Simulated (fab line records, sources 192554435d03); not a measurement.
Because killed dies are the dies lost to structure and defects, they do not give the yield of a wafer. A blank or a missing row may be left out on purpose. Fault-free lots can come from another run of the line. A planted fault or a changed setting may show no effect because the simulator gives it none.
Matching of chambers :: flow n5-finfet :: N5_ILD0_LINER_00 on ald-sin-01 has 4 sister chambers
The step material SiNx, target thk 4 nm, pulse time 1 s, purge time 2 s. 18 wafers are shown with their chamber, then 9 later ones without.

== WAFERS, EACH WITH ITS CHAMBER ==
wafer: L074.1
chamber: 1
heater-power-w (W): 719
precursor-pulse-height-rel: 0.979
susceptor-temp-C (C): 399.60

wafer: L074.2
chamber: 2
heater-power-w (W): 990
precursor-pulse-height-rel: 1.013
susceptor-temp-C (C): 400.17

wafer: L074.3
chamber: 3
heater-power-w (W): 744
precursor-pulse-height-rel: 1.005
susceptor-temp-C (C): 399.99

wafer: L077.1
chamber: 3
heater-power-w (W): 732
precursor-pulse-height-rel: 0.989
susceptor-temp-C (C): 399.86

wafer: L077.2
chamber: 2
heater-power-w (W): 982
precursor-pulse-height-rel: 0.995
susceptor-temp-C (C): 399.55

wafer: L077.5
chamber: 1
heater-power-w (W): 704
precursor-pulse-height-rel: 1.012
susceptor-temp-C (C): 400.02

wafer: L079.1
chamber: 2
heater-power-w (W): 1002
precursor-pulse-height-rel: 1.001
susceptor-temp-C (C): 400.23

wafer: L079.2
chamber: 1
heater-power-w (W): 682
precursor-pulse-height-rel: 1.012
susceptor-temp-C (C): 400.02

wafer: L079.4
chamber: 0
heater-power-w (W): 700
precursor-pulse-height-rel: 0.963
susceptor-temp-C (C): 400.37

wafer: L083.3
chamber: 3
heater-power-w (W): 705
precursor-pulse-height-rel: 1.011
susceptor-temp-C (C): 400.38

wafer: L083.4
chamber: 1
heater-power-w (W): 693
precursor-pulse-height-rel: 0.987
susceptor-temp-C (C): 399.72

wafer: L083.5
chamber: 1
heater-power-w (W): 712
precursor-pulse-height-rel: 1.009
susceptor-temp-C (C): 399.75

wafer: L085.1
chamber: 1
heater-power-w (W): 687
precursor-pulse-height-rel: 0.990
susceptor-temp-C (C): 399.65

wafer: L085.4
chamber: 3
heater-power-w (W): 720
precursor-pulse-height-rel: 0.992
susceptor-temp-C (C): 399.98

wafer: L085.5
chamber: 0
heater-power-w (W): 723
precursor-pulse-height-rel: 0.998
susceptor-temp-C (C): 399.94

wafer: L087.4
chamber: 2
heater-power-w (W): 983
precursor-pulse-height-rel: 1.050
susceptor-temp-C (C): 400.02

wafer: L087.5
chamber: 3
heater-power-w (W): 707
precursor-pulse-height-rel: 0.986
susceptor-temp-C (C): 400.19

wafer: L087.6
chamber: 0
heater-power-w (W): 705
precursor-pulse-height-rel: 0.988
susceptor-temp-C (C): 399.87

SIGNATURES (means of the wafers above)
reading: heater-power-w
chamber 0: 709.33
chamber 1: 699.50
chamber 2: 989.25
chamber 3: 721.60
scatter within a chamber: 13.9

reading: precursor-pulse-height-rel
chamber 0: 0.98300
chamber 1: 0.99817
chamber 2: 1.01475
chamber 3: 0.99660
scatter within a chamber: 0.0169

reading: susceptor-temp-C
chamber 0: 400.0600
chamber 1: 399.7933
chamber 2: 399.9925
chamber 3: 400.0800
scatter within a chamber: 0.234
Rule: for a wafer and a chamber, the distance is found by dividing, reading by reading, the gap between the wafer's reading and the chamber's mean by the reading's scatter, squaring, summing and taking the root. The wafer belongs to the nearest chamber; if the next one is less than 2 further off, it can't be placed. How the scatter is found: for the shown wafers, subtract from each reading the mean of its chamber, square and add these, divide the total by (wafers less chambers), then take the root.

== WAFERS WITH NO CHAMBER GIVEN ==
wafer: L088.2
heater-power-w (W): 738
precursor-pulse-height-rel: 0.995
susceptor-temp-C (C): 399.79

wafer: L088.4
heater-power-w (W): 704
precursor-pulse-height-rel: 0.970
susceptor-temp-C (C): 400.27

wafer: L088.6
heater-power-w (W): 701
precursor-pulse-height-rel: 1.021
susceptor-temp-C (C): 400.35

wafer: L094.4
heater-power-w (W): 700
precursor-pulse-height-rel: 0.958
susceptor-temp-C (C): 399.91

wafer: L094.5
heater-power-w (W): 724
precursor-pulse-height-rel: 0.987
susceptor-temp-C (C): 400.23

wafer: L094.6
heater-power-w (W): 990
precursor-pulse-height-rel: 1.020
susceptor-temp-C (C): 399.66

wafer: L096.1
heater-power-w (W): 747
precursor-pulse-height-rel: 1.000
susceptor-temp-C (C): 399.99

wafer: L096.2
heater-power-w (W): 730
precursor-pulse-height-rel: 0.991
susceptor-temp-C (C): 399.75

wafer: L096.3
heater-power-w (W): 1011
precursor-pulse-height-rel: 0.992
susceptor-temp-C (C): 399.59

== EACH ONE'S CHAMBER ==
wafer: L088.2
from the rows above: can't be placed: 3 or 0 or 1
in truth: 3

wafer: L088.4
from the rows above: can't be placed: 0 or 3 or 1
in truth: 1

wafer: L088.6
from the rows above: can't be placed: 3 or 0 or 1
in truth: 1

wafer: L094.4
from the rows above: can't be placed: 0 or 1 or 3
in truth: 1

wafer: L094.5
from the rows above: can't be placed: 3 or 0 or 1
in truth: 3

wafer: L094.6
from the rows above: 2
in truth: 2

wafer: L096.1
from the rows above: can't be placed: 3 or 0 or 1
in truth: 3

wafer: L096.2
from the rows above: can't be placed: 3 or 0 or 1
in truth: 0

wafer: L096.3
from the rows above: 2
in truth: 2
2 of 9 placed correctly. Cannot be placed on the basis of these rows: 7; the candidates contain the true chamber in 7. Number placed wrongly: 0.
